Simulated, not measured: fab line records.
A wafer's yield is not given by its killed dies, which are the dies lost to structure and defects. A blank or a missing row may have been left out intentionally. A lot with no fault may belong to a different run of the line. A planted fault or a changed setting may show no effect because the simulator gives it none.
fab line records	flow nandHarc
record: lots: 12	wafers: 36	lastDay: 24
route steps=1159 shown P_CONTACT@249 P_M0@261 END@1159
lots with no fault: from the same line, run without faults
startH: hours from the record's opening day to when the first of the lot's shown wafers began	waitH: hours elapsed since this lot's preceding step	" identical to the entry in the row above	L1.1+2: one row covering several wafers at once	- no value present, or no start provided	* or withheld: withheld	< > ~ a bound
route shown NAME@n: a module of which the file shows steps, and the number in the route of the first	usual: mean/standard deviation of fault-free wafers	same: alike in all rows	chamber/n: place in a boat	sites: the reading at each site	_std_site: how widely they spread, as a standard deviation	_edge_site: outer sites' mean less inner sites'	radiusMm: for every site, how far away it sits from the centre of the wafer	mask NAME#n: copy n	behind: the tool/chamber that last shaped the wafer	hold: reason for holding the lot/hours on hold/outcome of the hold	device: whichever transistor did not switch (one of n, p or np)	end of line: at the end of the route, the tests of the same wafers	for a step that has no rows: nothing shown but its recipe	killed: at the first sort, the dies lost to defects and structure; wafer yield is something else	map: a wafer's dies, x killed, . not, _ none there
set.NAME: the setting as run; set.NAME@STEP: as run at that earlier step	model.NAME: the simulator's own value behind a step, which no gauge read
the route's steps for a sample of lots (tables are steps, rows are wafers)
services: the hour from which a tool's chamber was out of use, counted from the record's first day as startH (under 0 if before that day), plus the number of hours and why
== steps ==
step: NHARC_P_CONTACT_CMP_24
recipe: tOverpolishS: 30	targetThkNm: 200
usual: motorCurrentA: 12.3/1.4	overpolishRunS: 29.999/0.0099	slurryFlowMlMin: 150.0/0.46	timeToEndpointS: 39.1/2.8
lot.wafer	tool	chamber	startH	waitH	motorCurrentA	overpolishRunS	slurryFlowMlMin	timeToEndpointS
L236.4	cmp-01	1	117.15	0.3	11.4	29.993	150.1	35.3
L236.6	"	0	"	"	14.1	30.006	150.7	37.0
L236.5	"	1	"	"	12.2	30.008	150.0	34.2
L237.1	cmp-02	2	128.76	0.5	11.3	30.008	149.9	39.8
L237.5	"	2	"	"	10.7	29.979	149.7	39.9
L237.6	"	3	"	"	12.4	30.014	149.9	41.6
L239.4	cmp-03	2	138.63	0.4	14.2	30.024	150.1	42.1
L239.2	"	3	"	"	9.5	29.982	149.9	42.3
L239.1	"	0	"	"	11.6	29.998	150.8	40.3
L240.4	cmp-02	1	140.53	0.5	10.4	29.978	149.6	36.4
L240.5	"	2	"	"	12.3	29.989	150.3	34.5
L240.6	"	3	"	"	12.3	29.986	149.6	40.8
L243.4	cmp-01	0	146.37	0.3	13.9	29.996	149.6	34.8
L243.2	"	1	"	"	12.1	29.990	150.3	35.8
L243.1	"	2	"	"	12.9	30.000	149.6	34.7
L245.4	cmp-02	3	171.94	0.4	12.2	29.999	149.9	43.6
L245.5	"	3	"	"	12.0	30.015	149.8	38.7
L245.6	"	0	"	"	13.7	29.995	149.8	37.8
L246.2	cmp-01	1	172.96	0.6	12.3	29.981	149.3	40.0
L246.1	"	2	"	"	12.5	29.984	149.3	39.7
L246.4	"	3	"	"	11.3	29.986	150.1	44.0
L249.1	cmp-03	1	195.29	1.1	14.6	30.006	150.1	43.0
L249.6	"	2	"	"	13.9	29.996	149.6	44.1
L249.5	"	3	"	"	9.8	30.008	150.0	42.3
L252.4	cmp-03	1	205.30	0.3	15.2	29.997	150.1	40.6
L252.1	"	0	"	"	12.5	30.001	149.6	41.8
L252.5	"	1	"	"	14.0	29.991	149.4	41.7
L255.3	cmp-03	0	226.67	0.4	11.7	29.996	149.9	40.1
L255.4	"	1	"	"	15.5	30.002	150.8	40.3
L255.1	"	2	"	"	13.9	29.995	150.2	42.5
L258.1	cmp-03	0	243.95	0.6	12.0	29.999	149.9	39.1
L258.2	"	1	"	"	15.3	29.994	150.2	36.5
L258.6	"	3	"	"	9.7	30.010	149.9	38.6
L259.1	cmp-01	1	256.07	0.6	11.5	29.999	150.6	38.6
L259.2	"	2	"	"	12.6	30.009	150.8	41.2
L259.4	"	3	"	"	11.0	29.990	149.8	38.4
step: NHARC_P_M0_PEB_07
recipe: pebTempC: 100	pebTimeS: 65
usual: heaterPowerTotalW: 156.6/0.44	plateTempC: 100.01/0.11
lot.wafer	tool	chamber	startH	waitH	heaterPowerTotalW	plateTempC
L236.4	lithoTrack-01	0	118.23	0.0	156.1	99.99
L236.5	"	0	"	"	157.0	99.85
L236.6	"	0	"	"	156.3	99.87
L237.1	lithoTrack-01	0	129.98	0.1	157.2	99.96
L237.5	"	0	"	"	157.1	99.77
L237.6	"	0	"	"	156.1	99.99
L239.1	lithoTrack-04	0	139.86	0.1	157.2	99.91
L239.2	"	0	"	"	156.6	100.08
L239.4	"	0	"	"	156.3	99.96
L240.4	lithoTrack-01	0	141.69	0.0	156.1	100.11
L240.5	"	0	"	"	157.1	99.91
L240.6	"	0	"	"	157.0	100.09
L243.1	lithoTrack-06	0	147.48	0.1	156.1	100.11
L243.2	"	0	"	"	157.0	100.10
L243.4	"	0	"	"	156.6	100.12
L245.4	lithoTrack-06	0	173.04	0.0	186.7	113.86
L245.5	"	0	"	"	186.1	113.77
L245.6	"	0	"	"	186.7	113.65
L246.1	lithoTrack-04	0	174.19	0.1	156.0	99.78
L246.2	"	0	"	"	156.1	99.95
L246.4	"	0	"	"	157.2	99.97
L249.1	lithoTrack-01	0	196.44	0.1	156.7	99.80
L249.5	"	0	"	"	156.0	99.91
L249.6	"	0	"	"	156.3	99.94
L252.1	lithoTrack-01	0	206.74	0.1	156.3	100.01
L252.4	"	0	"	"	156.9	99.98
L252.5	"	0	"	"	156.8	99.94
L255.1	lithoTrack-01	0	227.75	0.1	157.1	100.11
L255.3	"	0	"	"	156.3	99.95
L255.4	"	0	"	"	156.0	100.24
L258.1	lithoTrack-01	0	245.14	0.1	156.0	100.23
L258.2	"	0	"	"	156.9	99.98
L258.6	"	0	"	"	157.1	100.02
L259.1	lithoTrack-01	0	257.30	0.1	155.9	99.94
L259.2	"	0	"	"	157.0	100.03
L259.4	"	0	"	"	156.7	99.95
step: NHARC_P_M0_CD_MEAS_09
recipe: targetCdNm: 90	landingEnergyEv: 500
usual: cdNm: 90.3/0.6
lot.wafer	tool	chamber	startH	waitH	cdNm
L236.4	cdSem-03	0	118.32	-	91.3
L236.5	"	0	"	"	90.8
L236.6	"	0	"	"	92.0
L237.1	cdSem-03	0	130.06	-	90.4
L237.5	"	0	"	"	91.5
L237.6	"	0	"	"	91.4
L239.1	cdSem-02	0	139.94	-	89.7
L239.2	"	0	"	"	90.7
L239.4	"	0	"	"	90.1
L240.4	cdSem-01	0	141.78	-	90.7
L240.5	"	0	"	"	90.4
L240.6	"	0	"	"	90.7
L243.1	cdSem-01	0	147.56	-	89.3
L243.2	"	0	"	"	90.2
L243.4	"	0	"	"	90.1
L245.4	cdSem-02	0	173.13	-	120.5
L245.5	"	0	"	"	119.5
L245.6	"	0	"	"	119.4
L246.1	cdSem-03	0	174.27	-	90.4
L246.2	"	0	"	"	91.0
L246.4	"	0	"	"	90.4
L249.1	cdSem-03	0	196.52	-	90.7
L249.5	"	0	"	"	90.1
L249.6	"	0	"	"	90.3
L252.1	cdSem-01	0	206.82	-	89.7
L252.4	"	0	"	"	91.2
L252.5	"	0	"	"	89.9
L255.1	cdSem-03	0	227.83	-	89.3
L255.3	"	0	"	"	90.2
L255.4	"	0	"	"	90.3
L258.1	cdSem-01	0	245.22	-	89.7
L258.2	"	0	"	"	90.3
L258.6	"	0	"	"	91.1
L259.1	cdSem-01	0	257.38	-	90.0
L259.2	"	0	"	"	89.4
L259.4	"	0	"	"	89.9
step: NHARC_P_M0_OVL_MEAS_10
recipe: pitchNm: 180
usual: overlayXNm: -0.2/0.85	overlayYNm: 0.1/0.69
lot.wafer	tool	chamber	startH	waitH	overlayXNm	overlayYNm
L236.4	overlay-02	-	118.40	-	0.2	-0.3
L236.5	"	-	"	"	0.3	-0.3
L236.6	"	-	"	"	0.1	-0.3
L237.1	overlay-02	-	130.15	-	-0.5	-0.1
L237.5	"	-	"	"	-0.3	-0.2
L237.6	"	-	"	"	-0.2	0.5
L239.1	overlay-01	-	140.04	-	0.6	0.1
L239.2	"	-	"	"	0.0	0.3
L239.4	"	-	"	"	0.2	0.3
L240.4	overlay-02	-	141.86	-	-0.6	0.2
L240.5	"	-	"	"	-0.5	0.6
L240.6	"	-	"	"	-0.8	1.1
L243.1	overlay-02	-	147.65	-	0.0	0.9
L243.2	"	-	"	"	0.0	0.5
L243.4	"	-	"	"	-0.3	1.0
L245.4	overlay-01	-	173.21	-	1.9	-1.3
L245.5	"	-	"	"	2.0	-1.5
L245.6	"	-	"	"	1.2	-1.4
L246.1	overlay-01	-	174.35	-	-1.6	0.0
L246.2	"	-	"	"	-1.3	-0.1
L246.4	"	-	"	"	-1.7	-0.4
L249.1	overlay-01	-	196.60	-	1.4	-0.4
L249.5	"	-	"	"	1.5	-0.6
L249.6	"	-	"	"	1.5	-0.1
L252.1	overlay-02	-	206.91	-	-0.9	0.4
L252.4	"	-	"	"	0.4	0.8
L252.5	"	-	"	"	-0.4	0.2
L255.1	overlay-01	-	227.92	-	-0.3	0.2
L255.3	"	-	"	"	0.3	0.6
L255.4	"	-	"	"	-0.4	-0.1
L258.1	overlay-01	-	245.31	-	-0.3	-0.5
L258.2	"	-	"	"	-0.3	-0.1
L258.6	"	-	"	"	-0.7	-0.8
L259.1	overlay-01	-	257.47	-	1.0	1.7
L259.2	"	-	"	"	1.0	1.4
L259.4	"	-	"	"	0.8	1.3
step: NHARC_P_M0_INSPECT_11
usual: rawDefectCount: 4.1/2.4
lot.wafer	tool	chamber	startH	waitH	rawDefectCount
L236.4	defectInspect-01	-	118.43	0.0	2
L236.5	"	-	"	"	6
L236.6	"	-	"	"	3
L237.1	defectInspect-01	-	130.19	0.0	6
L237.5	"	-	"	"	4
L237.6	"	-	"	"	1
L239.1	defectInspect-01	-	140.08	0.0	5
L239.2	"	-	"	"	5
L239.4	"	-	"	"	3
L240.4	defectInspect-02	-	141.89	0.0	9
L240.5	"	-	"	"	7
L240.6	"	-	"	"	6
L243.1	defectInspect-02	-	147.68	0.0	1
L243.2	"	-	"	"	3
L243.4	"	-	"	"	1
L245.4	defectInspect-01	-	173.25	0.0	2
L245.5	"	-	"	"	6
L245.6	"	-	"	"	4
L246.1	defectInspect-01	-	174.39	0.0	8
L246.2	"	-	"	"	4
L246.4	"	-	"	"	9
L249.1	defectInspect-02	-	196.64	0.0	7
L249.5	"	-	"	"	8
L249.6	"	-	"	"	7
L252.1	defectInspect-01	-	206.94	0.0	5
L252.4	"	-	"	"	5
L252.5	"	-	"	"	2
L255.1	defectInspect-01	-	227.96	0.0	2
L255.3	"	-	"	"	5
L255.4	"	-	"	"	2
L258.1	defectInspect-02	-	245.35	0.0	9
L258.2	"	-	"	"	4
L258.6	"	-	"	"	5
L259.1	defectInspect-01	-	257.50	0.0	3
L259.2	"	-	"	"	2
L259.4	"	-	"	"	2
step: NHARC_END_SORT_01
recipe: tempC: 25
usual: defectLimitedYield: 95.4/1.5	killedAtArray: 28/10	killedAtOther: 0.5/0.82	killedAtPeriphery: 3.4/2.2	killedDies: 31/10	killedOpen: 3.4/1.9	killedShort: 1.9/1.3	sort_bin_2_pct: 1.5/0.6	sort_bin_3_pct: 0.29/0.24	sort_bin_4_pct: 2.9/0.97	sortNPass: 646/10	sortRimYieldPct: 94.7/3	sortYieldPct: 95.4/1.5
same: grossDies: 677	sort_bin_5_pct[%]: 0	sort_bin_6_pct[%]: 0	sort_bin_7_pct[%]: 0	sort_bin_8_pct[%]: 0	sortRimNGross: 106.00
lot.wafer	tool	chamber	startH	waitH	defectLimitedYield[%]	killedAtArray	killedAtOther	killedAtPeriphery	killedDies	killedOpen	killedShort	sort_bin_2_pct[%]	sort_bin_3_pct[%]	sort_bin_4_pct[%]	sortNPass	sortRimYieldPct[%]	sortYieldPct[%]
L239.1	prober-01	0	472.75	2.5	97.2	15	0	4	19	2	3	1.2	0	1.6	658	98.1	97.2
L239.2	prober-01	0	473.55	2.8	96.2	23	0	3	26	3	1	1.3	0.15	2.4	651	93.4	96.2
L239.4	prober-01	0	475.15	3.4	97.2	14	1	4	19	2	3	0.9	0	1.9	658	99.1	97.2
L237.1	prober-02	0	473.99	2.5	96.8	16	0	6	22	4	2	0.6	0.30	2.4	655	98.1	96.8
L237.5	prober-02	0	477.21	3.7	95.4	25	0	6	31	6	3	1.0	0.30	3.2	646	92.5	95.4
L237.6	prober-02	0	478.01	4.0	96.0	24	0	3	27	3	2	1.2	0.30	2.5	650	95.3	96.0
L243.1	prober-02	0	486.66	2.5	96.2	22	2	2	26	4	2	1.3	0.30	2.2	651	94.3	96.2
L243.2	prober-02	0	487.47	2.8	95.6	26	1	3	30	6	2	1.0	0.15	3.2	647	93.4	95.6
L243.4	prober-02	0	489.09	3.4	96.3	23	1	1	25	2	4	1.2	0.30	2.2	652	97.2	96.3
L249.1	prober-01	0	515.40	2.5	96.9	17	0	4	21	3	1	0.7	0	2.4	656	97.2	96.9
L249.5	prober-01	0	518.63	3.7	94.7	31	0	5	36	0	2	1.8	0.44	3.1	641	96.2	94.7
L249.6	prober-01	0	519.44	4.0	95.7	24	1	4	29	4	2	1.3	0	3.0	648	90.6	95.7
L245.4	prober-02	0	517.85	3.4	91.7	25	0	31	56	1	1	2.1	3.55	2.7	621	97.2	91.7
L245.5	prober-02	0	518.65	3.7	94.7	20	0	16	36	4	1	1.2	1.62	2.5	641	92.5	94.7
L245.6	prober-02	0	519.46	4.0	92.6	32	1	17	50	6	0	2.7	1.62	3.1	627	95.3	92.6
L252.1	prober-02	0	539.58	2.5	93.9	38	0	3	41	9	2	2.2	0.30	3.5	636	91.5	93.9
L252.4	prober-02	0	542.01	3.4	94.8	33	0	2	35	4	2	1.5	0.44	3.2	642	96.2	94.8
L252.5	prober-02	0	542.82	3.7	95.3	29	1	2	32	2	4	1.2	0.44	3.1	645	96.2	95.3
L255.1	prober-01	0	561.30	2.5	97.3	16	0	2	18	2	3	0.6	0.30	1.8	659	98.1	97.3
L255.3	prober-01	0	562.90	3.1	97.9	13	0	1	14	1	4	0.6	0.15	1.3	663	96.2	97.9
L255.4	prober-01	0	563.70	3.4	97.6	14	0	2	16	1	1	0.7	0.15	1.5	661	97.2	97.6
L258.1	prober-02	0	562.94	2.5	95.0	31	0	3	34	4	0	1.5	0.15	3.4	643	96.2	95.0
L258.2	prober-02	0	563.74	2.8	94.4	34	3	1	38	3	5	1.6	0.15	3.8	639	90.6	94.4
L258.6	prober-02	0	566.94	4.0	95.9	22	0	6	28	6	4	1.0	0.59	2.5	649	93.4	95.9
killed by level:class
L239.1 A_CONTACT:chamberFilmFlake=6 P_CONTACT:chamberFilmFlake=4 A_CHANNEL_HOLE_D1:chamberFilmFlake=3 A_WL_FILL:geometricParticle:short=2 A_WL_FILL:geometricParticle:open=1 A_CONTACT:geometricParticle:short=1 A_BLC:geometricParticle:open=1 A_STAIRCASE:chamberFilmFlake=1
L239.2 A_CONTACT:chamberFilmFlake=5 P_CONTACT:chamberFilmFlake=3 A_CHANNEL_FILL_D1:chamberFilmFlake=3 A_SLIT:chamberFilmFlake=3 A_WL_FILL:chamberFilmFlake=3 A_ZERO_WELL:chamberFilmFlake=2 A_CHANNEL_HOLE_D1:chamberFilmFlake=2 A_ONON_D1:geometricParticle:open=1
L237.1 A_CHANNEL_HOLE_D1:chamberFilmFlake=11 P_M0:geometricParticle:open=2 P_GATE:geometricParticle:open=1 P_M0:geometricParticle:short=1 A_CHANNEL_FILL_D1:geometricParticle:short=1 A_M0:geometricParticle:open=1 P_STI:chamberFilmFlake=1 P_GATE:chamberFilmFlake=1
L239.4 A_CHANNEL_HOLE_D1:chamberFilmFlake=3 A_CONTACT:chamberFilmFlake=3 P_CONTACT:chamberFilmFlake=2 A_CHANNEL_FILL_D1:chamberFilmFlake=2 P_CONTACT:geometricParticle:open=1 A_ONON_D1:geometricParticle:short=1 A_CHANNEL_FILL_D1:geometricParticle:short=1 A_CHANNEL_FILL_D1:geometricParticle:open=1
L237.5 A_CHANNEL_HOLE_D1:chamberFilmFlake=13 A_ONON_D1:geometricParticle:open=2 A_CHANNEL_HOLE_D1:geometricParticle:short=2 A_M0:geometricParticle:open=2 P_BONDPAD:chamberFilmFlake=2 A_WL_FILL:chamberFilmFlake=2 P_CONTACT:geometricParticle:open=1 P_M0:geometricParticle:open=1
L237.6 A_CHANNEL_HOLE_D1:chamberFilmFlake=14 A_STAIRCASE:chamberFilmFlake=2 A_CONTACT:chamberFilmFlake=2 P_GATE:geometricParticle:open=1 P_CONTACT:geometricParticle:open=1 A_CHANNEL_FILL_D1:geometricParticle:open=1 A_CHANNEL_FILL_D1:geometricParticle:short=1 A_CONTACT:geometricParticle:short=1
L243.1 A_CHANNEL_HOLE_D1:chamberFilmFlake=11 A_CHANNEL_FILL_D1:chamberFilmFlake=2 A_STAIRCASE:chamberFilmFlake=2 A_CONTACT:chamberFilmFlake=2 THIN_TSV:chamberFilmFlake=2 P_M0:geometricParticle:open=1 P_M1:geometricParticle:open=1 A_ONON_D1:geometricParticle:open=1
L243.2 A_CHANNEL_HOLE_D1:chamberFilmFlake=11 A_CONTACT:chamberFilmFlake=5 A_CONTACT:geometricParticle:open=2 A_CHANNEL_FILL_D1:chamberFilmFlake=2 P_GATE:geometricParticle:open=1 P_M0:geometricParticle:open=1 P_M1:geometricParticle:short=1 A_ONON_D1:geometricParticle:short=1
L243.4 A_CHANNEL_HOLE_D1:chamberFilmFlake=11 A_ONON_D1:geometricParticle:short=3 A_CHANNEL_FILL_D1:chamberFilmFlake=3 A_CONTACT:chamberFilmFlake=2 P_STI:geometricParticle:short=1 A_CHANNEL_HOLE_D1:geometricParticle:open=1 A_M0:geometricParticle:open=1 A_STAIRCASE:chamberFilmFlake=1
L249.1 A_SLIT:chamberFilmFlake=8 A_CONTACT:chamberFilmFlake=3 A_CHANNEL_HOLE_D1:chamberFilmFlake=2 A_STAIRCASE:chamberFilmFlake=2 P_M0:geometricParticle:open=1 P_M2:geometricParticle:short=1 A_ONON_D1:geometricParticle:open=1 A_CHANNEL_HOLE_D1:geometricParticle:open=1
L245.4 P_M0:areaPeb=23 A_SLIT:chamberFilmFlake=12 P_M0:chamberFilmFlake=5 A_CHANNEL_HOLE_D1:chamberFilmFlake=4 P_BONDPAD:chamberFilmFlake=2 A_CONTACT:chamberFilmFlake=2 A_WL_FILL:geometricParticle:short=1 A_BLC:geometricParticle:open=1
L249.5 A_SLIT:chamberFilmFlake=18 P_CONTACT:chamberFilmFlake=4 A_CHANNEL_HOLE_D1:chamberFilmFlake=4 A_STAIRCASE:chamberFilmFlake=4 A_CONTACT:chamberFilmFlake=3 A_CHANNEL_FILL_D1:geometricParticle:short=1 A_SGD_CUT:geometricParticle:short=1 P_STI:chamberFilmFlake=1
L245.5 P_M0:areaPeb=10 A_SLIT:chamberFilmFlake=9 A_WL_FILL:chamberFilmFlake=3 P_M0:chamberFilmFlake=2 A_STAIRCASE:chamberFilmFlake=2 A_CONTACT:chamberFilmFlake=2 P_M0:geometricParticle:open=1 P_M2:geometricParticle:open=1
L249.6 A_STAIRCASE:chamberFilmFlake=6 A_SLIT:chamberFilmFlake=6 A_CHANNEL_HOLE_D1:chamberFilmFlake=5 P_CONTACT:chamberFilmFlake=3 A_M0:geometricParticle:open=2 A_CONTACT:chamberFilmFlake=2 A_ONON_D1:geometricParticle:open=1 A_SGD_CUT:geometricParticle:short=1
L245.6 A_SLIT:chamberFilmFlake=12 P_M0:areaPeb=11 A_CHANNEL_FILL_D1:chamberFilmFlake=4 A_STAIRCASE:chamberFilmFlake=3 A_CONTACT:chamberFilmFlake=3 P_ZERO_WELL:chamberFilmFlake=2 P_BONDPAD:chamberFilmFlake=2 A_ZERO_WELL:chamberFilmFlake=2
L252.1 A_CHANNEL_HOLE_D1:chamberFilmFlake=19 A_CONTACT:chamberFilmFlake=5 A_STAIRCASE:chamberFilmFlake=4 P_CONTACT:geometricParticle:open=2 A_WL_FILL:geometricParticle:open=2 A_M0:geometricParticle:open=2 A_CHANNEL_HOLE_D1:geometricParticle:short=1 A_CHANNEL_FILL_D1:geometricParticle:open=1
L252.4 A_CHANNEL_HOLE_D1:chamberFilmFlake=20 A_CONTACT:geometricParticle:open=3 A_CONTACT:chamberFilmFlake=3 A_WL_FILL:chamberFilmFlake=2 A_BLC:chamberFilmFlake=2 P_STI:geometricParticle:short=1 A_WL_FILL:geometricParticle:short=1 A_M0:geometricParticle:open=1
L252.5 A_CHANNEL_HOLE_D1:chamberFilmFlake=17 A_WL_FILL:geometricParticle:short=4 A_STAIRCASE:chamberFilmFlake=2 A_CONTACT:chamberFilmFlake=2 A_BLC:chamberFilmFlake=2 P_GATE:geometricParticle:open=1 A_M0:geometricParticle:open=1 P_STI:chamberFilmFlake=1
L255.1 A_CHANNEL_HOLE_D1:chamberFilmFlake=4 A_CONTACT:chamberFilmFlake=4 A_CHANNEL_FILL_D1:geometricParticle:short=2 A_STAIRCASE:chamberFilmFlake=2 A_WL_FILL:chamberFilmFlake=2 P_GATE:geometricParticle:open=1 A_BLC:geometricParticle:open=1 A_M0:geometricParticle:short=1
L255.3 A_CHANNEL_HOLE_D1:chamberFilmFlake=4 A_CONTACT:chamberFilmFlake=3 A_SOURCE_PLATE:geometricParticle:short=2 A_WL_FILL:geometricParticle:short=2 A_CHANNEL_FILL_D1:geometricParticle:open=1 P_GATE:chamberFilmFlake=1 A_WL_FILL:chamberFilmFlake=1
L258.1 A_SLIT:chamberFilmFlake=21 A_CHANNEL_HOLE_D1:chamberFilmFlake=4 A_CONTACT:geometricParticle:open=3 P_ZERO_WELL:chamberFilmFlake=2 A_WL_FILL:chamberFilmFlake=2 A_M0:geometricParticle:open=1 P_GATE:chamberFilmFlake=1
L255.4 A_CHANNEL_HOLE_D1:chamberFilmFlake=9 A_CONTACT:chamberFilmFlake=3 A_SOURCE_PLATE:geometricParticle:short=1 A_CHANNEL_HOLE_D1:geometricParticle:open=1 P_GATE:chamberFilmFlake=1 P_M2:chamberFilmFlake=1
L258.2 A_SLIT:chamberFilmFlake=12 A_CHANNEL_HOLE_D1:chamberFilmFlake=8 A_WL_FILL:geometricParticle:short=3 THIN_TSV:chamberFilmFlake=3 A_M0:geometricParticle:open=2 A_STAIRCASE:chamberFilmFlake=2 A_WL_FILL:chamberFilmFlake=2 A_CONTACT:chamberFilmFlake=2
L258.6 A_SLIT:chamberFilmFlake=7 A_CHANNEL_HOLE_D1:chamberFilmFlake=6 P_GATE:chamberFilmFlake=3 A_ONON_D1:geometricParticle:open=2 A_STAIRCASE:chamberFilmFlake=2 P_GATE:geometricParticle:short=1 P_GATE:geometricParticle:open=1 P_M0:geometricParticle:open=1
== services ==
tool	chamber	startH	hours	kind
cmp-03	-	115.39	3.5	repair
lithoTrack-06	-	117.00	7.0	pm
cmp-02	-	124.01	1.4	repair
cmp-01	-	129.60	12.6	repair
cmp-02	-	134.73	4.0	pm
cmp-02	-	138.73	-	consumableReplace:conditioner
cmp-02	-	138.73	-	consumableReplace:pad
lithoTrack-04	-	141.00	7.0	pm
cmp-03	-	156.43	4.0	pm
cmp-03	-	160.43	-	consumableReplace:conditioner
cmp-03	-	160.43	-	consumableReplace:pad
cmp-03	-	162.41	1.1	repair
cmp-01	-	183.30	4.0	pm
cmp-01	-	187.30	-	consumableReplace:conditioner
cmp-01	-	187.30	-	consumableReplace:pad
cmp-01	-	199.74	0.4	repair
cmp-03	-	209.43	0.3	repair
cmp-02	-	227.41	0.3	repair
cmp-02	-	232.73	4.0	pm
cmp-02	-	236.73	-	consumableReplace:conditioner
cmp-02	-	236.73	-	consumableReplace:pad
cmp-02	-	241.12	0.6	repair
cmp-03	-	254.43	4.0	pm
== key ==
firstSign: step: NHARC_P_M0_PEB_07	reading: plateTempC	direction: up	sigmas: 99+	usual: *	struck: *
effect: step: NHARC_P_M0_PEB_07	reading: heaterPowerTotalW	direction: up	sigmas: 67	usual: *	struck: *
effect: step: NHARC_P_M0_CD_MEAS_09	reading: cdNm	direction: up	sigmas: 49	usual: 90.3	struck: 119.8	through: controlLoop
effect: step: NHARC_END_SORT_01	reading: sort_bin_3_pct	direction: up	sigmas: 8.2	usual: 0.29	struck: 2.26
metAt NHARC_P_M0_PEB_07
struckLots L245
loopTrim: step: NHARC_P_M0_EXPOSE_06	setting: dose	lots: L245
notActingAt NHARC_P_CONTACT_CMP_24,NHARC_P_M0_OVL_MEAS_10,NHARC_P_M0_INSPECT_11
onsetBetween 147.48 173.04
fault: kind: processParameterDrift	tool: lithoTrack-06	chamber: -	onsetH: 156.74	steps: NHARC_P_M0_PEB_07	channel: pebTempC	offset: *	shape: step	actsIn: *	stated: *
loopTrim: a control loop set the setting to another value than it would have without faults
